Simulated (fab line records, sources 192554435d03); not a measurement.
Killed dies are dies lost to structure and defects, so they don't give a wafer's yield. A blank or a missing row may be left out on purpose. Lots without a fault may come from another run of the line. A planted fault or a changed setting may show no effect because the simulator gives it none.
Which tool did it? | flow n5_finfet | 24 lots, 72 wafers sampled, at 4 steps of a route of 1938

WHAT THE GAUGES READ, wafer by wafer
N5_BEOL_M9_OVL_MEAS_29.
lot  | measured     | on         | V8_OVL (nm)
L074 | day 9 10:55  | overlay-02 | -0.7 -0.1 0.8
L076 | day 9 22:14  | overlay-02 | -0.6 0.2 0.8
L075 | day 10 11:17 | overlay-01 | 0.9 -0.3 0.1
L077 | day 10 17:44 | overlay-01 | -1.5 0.6 -0.9
L078 | day 11 07:05 | overlay-01 | 0.2 -0.4 0.4
L079 | day 11 14:10 | overlay-01 | 0.7 -0.1 -0.1
L080 | day 11 23:28 | overlay-01 | -0.2 0.3 -0.2
L083 | day 12 07:03 | overlay-01 | 0.2 0.4 0.9
L081 | day 12 15:32 | overlay-02 | -0.1 -1.4 -1.7
L082 | day 12 15:22 | overlay-02 | -1.0 0.1 -1.0
L084 | day 13 00:02 | overlay-02 | 1.0 -1.2 0.6
L085 | day 13 08:22 | overlay-01 | -0.5 -0.5 -1.2
L089 | day 13 17:17 | overlay-02 | 0.8 -0.3 1.6
L086 | day 13 17:20 | overlay-01 | 0.0 -0.5 0.4
L087 | day 13 23:53 | overlay-01 | -0.8 1.0 0.4
L088 | day 14 01:10 | overlay-02 | -0.1 -0.4 -0.2
L090 | day 14 06:52 | overlay-01 | 0.1 0.2 1.3
L092 | day 14 11:17 | overlay-02 | 0.6 -1.0 0.3
L093 | day 14 12:22 | overlay-02 | 0.5 0.5 -0.5
L091 | day 14 20:02 | overlay-02 | -1.2 -1.1 -2.2
L094 | day 15 13:24 | overlay-01 | -0.4 0.1 0.0
L095 | day 15 13:34 | overlay-02 | -0.8 0.4 -0.8
L097 | day 16 02:31 | overlay-02 | 0.1 0.6 -0.1
L096 | day 16 19:27 | overlay-01 | 1.2 -1.3 0.9

WHICH TOOL RAN EACH LOT (tool, then ch and the chambers of the sampled wafers, then the start)
lot  | N5_BEOL_M9_CURE_71            | N5_BEOL_M9_HM_DEP_02         | N5_BEOL_M9_STRIP_19
L074 | uv_cure-02 ch 0, day 9 08:08  | pvd_sputter-01, day 9 09:03  | rie_diel-05 ch 0,2,3, day 9 10:23
L076 | uv_cure-02 ch 2, day 9 18:58  | pvd_sputter-03, day 9 20:09  | rie_diel-06 ch 0,1,2, day 9 21:07
L075 | uv_cure-01 ch 2, day 10 02:50 | pvd_sputter-02, day 10 05:50 | rie_diel-06 ch 0,1,3, day 10 06:57
L077 | uv_cure-03 ch 0, day 10 14:02 | pvd_sputter-02, day 10 16:14 | rie_diel-03 ch 0,1,2, day 10 17:19
L078 | uv_cure-02 ch 2, day 11 01:03 | pvd_sputter-03, day 11 02:15 | rie_diel-05 ch 1,2,3, day 11 03:28
L079 | uv_cure-02 ch 2, day 11 10:24 | pvd_sputter-02, day 11 12:47 | rie_diel-05 ch 0,1, day 11 13:45
L080 | uv_cure-01 ch 1, day 11 18:03 | pvd_sputter-02, day 11 20:47 | rie_diel-06 ch 0,1,2, day 11 21:46
L083 | uv_cure-03 ch 0, day 12 01:40 | pvd_sputter-03, day 12 03:31 | rie_diel-03 ch 1,2, day 12 04:29
L081 | uv_cure-02 ch 1, day 12 11:24 | pvd_sputter-01, day 12 12:47 | rie_diel-05 ch 2,3, day 12 13:58
L082 | uv_cure-01 ch 1, day 12 11:53 | pvd_sputter-03, day 12 13:01 | rie_diel-06 ch 0,1, day 12 14:00
L084 | uv_cure-01 ch 1, day 12 21:20 | pvd_sputter-03, day 12 22:16 | rie_diel-06 ch 0,1,2, day 12 23:19
L085 | uv_cure-03 ch 1, day 13 04:37 | pvd_sputter-02, day 13 05:34 | rie_diel-06 ch 1,2,3, day 13 06:38
L089 | uv_cure-01 ch 0, day 13 12:36 | pvd_sputter-02, day 13 15:00 | rie_diel-03 ch 0,1,2, day 13 16:05
L086 | uv_cure-03 ch 1, day 13 13:44 | pvd_sputter-03, day 13 15:22 | rie_diel-06 ch 1,2, day 13 16:20
L087 | uv_cure-01 ch 1, day 13 20:56 | pvd_sputter-03, day 13 22:23 | rie_diel-03 ch 0,1, day 13 23:25
L088 | uv_cure-02 ch 2, day 13 22:44 | pvd_sputter-01, day 13 23:30 | rie_diel-06 ch 0,2,3, day 14 00:34
L090 | uv_cure-03 ch 2, day 14 03:59 | pvd_sputter-03, day 14 05:06 | rie_diel-05 ch 1,2,3, day 14 05:56
L092 | uv_cure-03 ch 2, day 14 07:50 | pvd_sputter-01, day 14 09:53 | rie_diel-06 ch 0,1,2, day 14 10:43
L093 | uv_cure-03 ch 2, day 14 09:32 | pvd_sputter-02, day 14 10:57 | rie_diel-05 ch 1,2, day 14 11:55
L091 | uv_cure-01 ch 0, day 14 14:55 | pvd_sputter-01, day 14 16:06 | rie_diel-03 ch 0,3, day 14 17:07
L094 | uv_cure-01 ch 2, day 15 08:35 | pvd_sputter-03, day 15 10:37 | rie_diel-05 ch 0,1,3, day 15 11:35
L095 | uv_cure-03 ch 2, day 15 08:45 | pvd_sputter-01, day 15 10:40 | rie_diel-03 ch 1,2, day 15 11:50
L097 | uv_cure-03 ch 2, day 15 20:28 | pvd_sputter-01, day 15 23:23 | rie_diel-05 ch 0,1,3, day 16 00:31
L096 | uv_cure-02 ch 1, day 16 14:35 | pvd_sputter-03, day 16 16:56 | rie_diel-06 ch 1,2,3, day 16 18:08
- N5_BEOL_M9_CURE_71: cures SiCOH lowk, time 240 s.
- N5_BEOL_M9_HM_DEP_02: deposits TiN, target thk 20 nm.
- N5_BEOL_M9_STRIP_19: strips in O2.

WHAT THE TOOLS THEMSELVES READ (means of the sampled wafers that have a number; where no wafer has one, the mark that the record gives instead)
N5_BEOL_M9_CURE_71.
lot  | tool       | lamp_power_pct (%) | wafer_temp_C_max
L074 | uv_cure-02 | 52.29              | 386.4
L076 | uv_cure-02 | 52.31              | 386.4
L075 | uv_cure-01 | 52.36              | 386.8
L077 | uv_cure-03 | 52.31              | 386.3
L078 | uv_cure-02 | 52.37              | 386.5
L079 | uv_cure-02 | 52.29              | 386.3
L080 | uv_cure-01 | 52.31              | 387.7
L083 | uv_cure-03 | 52.26              | 386.5
L081 | uv_cure-02 | 52.34              | 387.7
L082 | uv_cure-01 | 52.30              | 388.0
L084 | uv_cure-01 | 52.31              | 388.1
L085 | uv_cure-03 | 52.25              | 387.1
L089 | uv_cure-01 | 52.39              | 386.7
L086 | uv_cure-03 | 52.35              | 387.4
L087 | uv_cure-01 | 52.31              | 388.6
L088 | uv_cure-02 | 52.30              | 386.5
L090 | uv_cure-03 | 52.28              | 386.1
L092 | uv_cure-03 | 52.33              | 386.2
L093 | uv_cure-03 | 52.29              | 386.2
L091 | uv_cure-01 | 52.31              | 386.4
L094 | uv_cure-01 | 52.37              | 386.7
L095 | uv_cure-03 | 52.29              | 386.2
L097 | uv_cure-03 | 52.28              | 386.1
L096 | uv_cure-02 | 52.34              | 387.5

N5_BEOL_M9_HM_DEP_02.
lot  | tool           | throttle_valve_pct (%)
L074 | pvd_sputter-01 | 30.1
L076 | pvd_sputter-03 | 30.4
L075 | pvd_sputter-02 | 31.1
L077 | pvd_sputter-02 | 31.6
L078 | pvd_sputter-03 | 30.3
L079 | pvd_sputter-02 | 30.9
L080 | pvd_sputter-02 | 30.1
L083 | pvd_sputter-03 | 30.2
L081 | pvd_sputter-01 | 30.0
L082 | pvd_sputter-03 | 30.7
L084 | pvd_sputter-03 | 29.6
L085 | pvd_sputter-02 | 30.3
L089 | pvd_sputter-02 | 29.8
L086 | pvd_sputter-03 | 29.4
L087 | pvd_sputter-03 | 30.5
L088 | pvd_sputter-01 | 29.4
L090 | pvd_sputter-03 | 30.4
L092 | pvd_sputter-01 | 30.0
L093 | pvd_sputter-02 | 30.7
L091 | pvd_sputter-01 | 30.1
L094 | pvd_sputter-03 | 30.3
L095 | pvd_sputter-01 | 29.8
L097 | pvd_sputter-01 | 29.9
L096 | pvd_sputter-03 | 30.7

N5_BEOL_M9_STRIP_19.
lot  | tool        | drypump_motor_current_A (A) | oes_product_au (a.u.) | rf_vpp_V (V) | showerhead_plenum_p_Torr (Torr) | throttle_valve_pct (%)
L074 | rie_diel-05 | 5.4                         | 0.76                  | 3.0          | 2.09                            | 16.77
L076 | rie_diel-06 | 5.6                         | 0.81                  | 3.5          | 2.14                            | 16.71
L075 | rie_diel-06 | 5.4                         | 0.87                  | 3.1          | 2.12                            | 16.65
L077 | rie_diel-03 | 5.7                         | 0.80                  | 4.5          | 2.11                            | 16.45
L078 | rie_diel-05 | 5.4                         | 0.80                  | 3.7          | 2.08                            | 16.62
L079 | rie_diel-05 | 4.9                         | 0.79                  | 3.5          | 2.05                            | 16.64
L080 | rie_diel-06 | 5.6                         | 0.80                  | 3.5          | 2.14                            | 16.74
L083 | rie_diel-03 | 5.6                         | 0.72                  | 2.9          | 2.14                            | 16.50
L081 | rie_diel-05 | 5.7                         | 0.77                  | 3.9          | 2.09                            | 16.78
L082 | rie_diel-06 | 5.5                         | 0.77                  | 3.6          | 2.12                            | 16.79
L084 | rie_diel-06 | 5.6                         | 0.78                  | 3.5          | 2.14                            | 16.75
L085 | rie_diel-06 | 5.5                         | 0.86                  | 3.4          | 2.13                            | 16.64
L089 | rie_diel-03 | 5.7                         | 0.78                  | 3.4          | 2.10                            | 16.46
L086 | rie_diel-06 | 5.8                         | 0.79                  | 3.8          | 2.14                            | 16.70
L087 | rie_diel-03 | 5.5                         | 0.80                  | 4.3          | 2.09                            | 16.48
L088 | rie_diel-06 | 5.5                         | 0.79                  | 4.3          | 2.07                            | 16.82
L090 | rie_diel-05 | 5.4                         | 0.77                  | 3.6          | 2.07                            | 16.64
L092 | rie_diel-06 | 5.6                         | 0.78                  | 3.7          | 2.13                            | 16.78
L093 | rie_diel-05 | 5.2                         | 0.81                  | 3.9          | 2.05                            | 16.65
L091 | rie_diel-03 | 5.9                         | 0.81                  | 3.1          | 2.06                            | 16.59
L094 | rie_diel-05 | 5.1                         | 0.84                  | 4.2          | 2.06                            | 16.53
L095 | rie_diel-03 | 5.5                         | 0.70                  | 3.9          | 2.13                            | 16.54
L097 | rie_diel-05 | 5.1                         | 0.82                  | 3.8          | 2.06                            | 16.54
L096 | rie_diel-06 | 5.5                         | 0.82                  | 3.1          | 2.12                            | 16.69

THE ANSWER, worked out from the rows above alone
Rule: what is usual is taken from the lots themselves. Put in order of their means at a reading, lots are off if they are a third of the lots or fewer, leave a main group of 4 or more, and stand apart from it by a gap of 3 or more times the standard deviation of the main group's means; of several such gaps the widest counts. A main group whose means are all the same, to the digits that the tables above print for the reading, isn't used. A lot without any number at a reading at which 4 lots or more have one is off too. The other lots that the step has rows for count as sound. The gauges are gone through in route order, then the tools' own readings, and for those a lot's mean is taken as printed above. The first step at which some lot is off is used, and at that step the reading that is off furthest; a lot without a number counts as furthest.
No lot is off at any reading shown: from this, nothing can be told.

WHAT THE SIMULATOR HAD PUT IN
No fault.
